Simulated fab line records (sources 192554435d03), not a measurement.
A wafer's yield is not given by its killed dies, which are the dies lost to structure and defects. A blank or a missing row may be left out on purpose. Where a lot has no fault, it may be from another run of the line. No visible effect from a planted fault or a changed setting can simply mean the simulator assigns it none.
Lot-split experiment ; flow n5 finfet ; route with 1938 steps; 7 lots, 21 wafers read

ABOUT THE SPLIT
At N5_FIN_SAQP_PEB_14 (peb time 60 s), the setting peb time s was moved away from the recipe's 60 s on 6 of the 21 wafers read, by -17.6% to +21.5%. The other wafers ran this setting at the recipe's value.

BETWEEN THE SPLIT AND THE READING: the file shows 1 step in between
- N5_FIN_SAQP_DEVELOP_15: develop time 30 s (also split here: develop time s)

THE READING
cd nm (nm) at N5_FIN_SAQP_CD_MEAS_16, where the cd target is 35.6 nm. On this fab line, fault-free wafers typically give 35.60 nm with a standard deviation of 0.29 nm.

wafer;tool, chamber at the split;peb time s as run, s;against the recipe;cd nm, nm;against lot-mates on the recipe
L076.3;litho track-02, 0;60;recipe;36.24;-
L076.4;litho track-02, 0;60;recipe;35.65;-
L076.6;litho track-02, 0;60;recipe;35.89;-
L077.3;litho track-02, 0;50.98;-15.0%;38.32;+2.79
L077.5;litho track-02, 0;50.98;-15.0%;37.42;+1.89
L077.6;litho track-02, 0;60;recipe;35.53;-
L078.4;litho track-02, 0;60;recipe;35.49;-
L078.5;litho track-02, 0;60;recipe;35.78;-
L078.6;litho track-02, 0;60;recipe;35.51;-
L082.2;litho track-02, 0;60;recipe;36.22;-
L082.4;litho track-02, 0;60;recipe;35.39;-
L082.6;litho track-02, 0;60;recipe;35.64;-
L083.3;litho track-01, 0;60;recipe;35.69;-
L083.5;litho track-01, 0;49.46;-17.6%;38.27;+2.49
L083.6;litho track-01, 0;60;recipe;35.88;-
L090.3;litho track-02, 0;60;recipe;35.18;-
L090.4;litho track-02, 0;72.87;+21.5%;32.68;-2.80
L090.6;litho track-02, 0;60;recipe;35.79;-
L094.2;litho track-02, 0;60;recipe;35.09;-
L094.3;litho track-02, 0;70.62;+17.7%;32.95;-2.14
L094.4;litho track-02, 0;70.62;+17.7%;32.87;-2.22

FIT RESULTS
A straight line over all 21 wafers: cd nm changes by -0.148 nm for each +1% of peb time s; r = -0.98; the points scatter about the line by 0.32 nm.
The same after taking each lot's own level away (the mean of its wafers on the recipe; 21 wafers): -0.136 nm for each +1%; r = -0.98; scatter 0.27 nm.
That fit puts the effect of the largest move of peb time s on the reading at 2.9 nm.
Measured against the standard deviation above, the lots' own levels, which go from 35.090 to 35.927 nm, span 2.9 times it.
The two slopes are in agreement: the lot-to-lot level therefore moves the slope only a little.
Check: for one of the wafers moved furthest among these (+21.5%), held out of the fit, the line's prediction against its lot-mates is -2.89 nm. It came out at -2.8 nm against them.

OTHER SPLITS ON THESE WAFERS
Other splits were also applied to these wafers ahead of the reading. Each is held against what the fit with the lots' levels taken away leaves over:
other split on the same wafers;wafers away from the commonest value;r with cd nm (lot level and that fit taken away)
N5_WELL_APT_COAT_02 spin rpm;5;+0.16
N5_FIN_SAQP_DEVELOP_15 develop time s;8;-0.17

THE FILE'S OWN FIT
cd nm changes by -0.136 nm for each +1% of peb time s, r = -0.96.
